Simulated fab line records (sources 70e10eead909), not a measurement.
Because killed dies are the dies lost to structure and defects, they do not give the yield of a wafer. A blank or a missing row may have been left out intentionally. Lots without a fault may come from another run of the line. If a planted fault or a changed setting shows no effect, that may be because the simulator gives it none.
Matching of chambers ; flow nand_harc ; NHARC_A_STAIRCASE_ETCH_271 on rie_diel-11 has 4 sister chambers
The step etches the open film in CF4/CHF3. 4 wafers are shown with their chamber, then 10 later ones without.

WAFERS, EACH WITH ITS CHAMBER
wafer;chamber;drypump_motor_current_A (A)
L088.4;2;6.1
L088.5;0;5.6
L089.2;3;6.1
L089.4;1;5.4

WAFERS WITHOUT THEIR CHAMBER
wafer;drypump_motor_current_A (A)
L089.5;6.1
L091.1;6.1
L091.2;6.1
L091.5;6.2
L096.1;5.5
L096.4;5.6
L096.6;6.0
L097.1;6.1
L097.3;6.1
L097.5;6.0

THE CHAMBER EACH PASSED THROUGH
wafer;from the rows above;in truth
L089.5;can't be placed: 2 or 3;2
L091.1;can't be placed: 2 or 3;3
L091.2;can't be placed: 2 or 3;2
L091.5;can't be placed: 2 or 3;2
L096.1;can't be placed: 0 or 1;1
L096.4;0;0
L096.6;can't be placed: 2 or 3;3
L097.1;can't be placed: 2 or 3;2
L097.3;can't be placed: 2 or 3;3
L097.5;can't be placed: 2 or 3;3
Correct placement for 1 of the 10. Can't be placed from these rows: 9 (the true chamber is among the candidates in 9). Placed wrongly: 0.
How it was worked out, from the rows above alone: a wafer's distance from a chamber is the root of the sum, over the readings, of the square of ((its reading less the chamber's mean) divided by the reading's scatter). The wafer belongs to the nearest chamber; if the next one is less than 2 further off, it can't be placed. Each chamber's mean is taken over the wafers shown for it. The scatter (one wafer shown for each chamber): square how far every hidden wafer sits from the nearest shown wafer, average those squares and take the square root.
